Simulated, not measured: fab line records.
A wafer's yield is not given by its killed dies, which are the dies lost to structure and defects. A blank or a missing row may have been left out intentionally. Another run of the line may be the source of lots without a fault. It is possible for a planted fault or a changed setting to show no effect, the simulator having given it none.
Chamber matching	flow nand harc	4 sister chambers for NHARC_A_CONTACT_ALD_18 on ald metal-01
The step deposits TiN, target thk 3 nm, pulse time 1 s, ald cycles 150. 4 wafers are shown with their chamber, then 7 later ones without.

## EACH WAFER AND ITS CHAMBER
wafer	chamber	heater power w (W)
L082.5	0	1113
L081.2	3	1273
L088.1	2	1045
L088.2	1	1072

## WAFERS WITH NO CHAMBER GIVEN
wafer	heater power w (W)
L088.4	1109
L092.1	997
L092.3	1101
L092.5	1004
L097.3	1025
L097.4	929
L097.6	1279

## EACH ONE'S CHAMBER
wafer	from the rows above	in truth
L088.4	can't be placed: 0 or 1 or 2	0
L092.1	can't be placed: 2 or 1 or 0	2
L092.3	can't be placed: 0 or 1 or 2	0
L092.5	can't be placed: 2 or 1 or 0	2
L097.3	can't be placed: 2 or 1 or 0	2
L097.4	can't be placed: 2 or 1 or 0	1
L097.6	3	3
Placed correctly: 1 of 7. From these rows, 6 cannot be placed; in 6 the true chamber is one of the candidates. Wrongly placed: 0.
How it was worked out, from the rows above alone: a wafer's distance from a chamber is the root of the sum, over the readings, of the square of ((its reading less the chamber's mean) divided by the reading's scatter). If the next closest chamber is less than 2 further off than the closest, the wafer can't be placed; otherwise it belongs to the closest. Each chamber's mean is taken over the wafers shown for it. The scatter: root of mean squared gap, hidden wafer to nearest shown wafer, with one shown wafer a chamber.
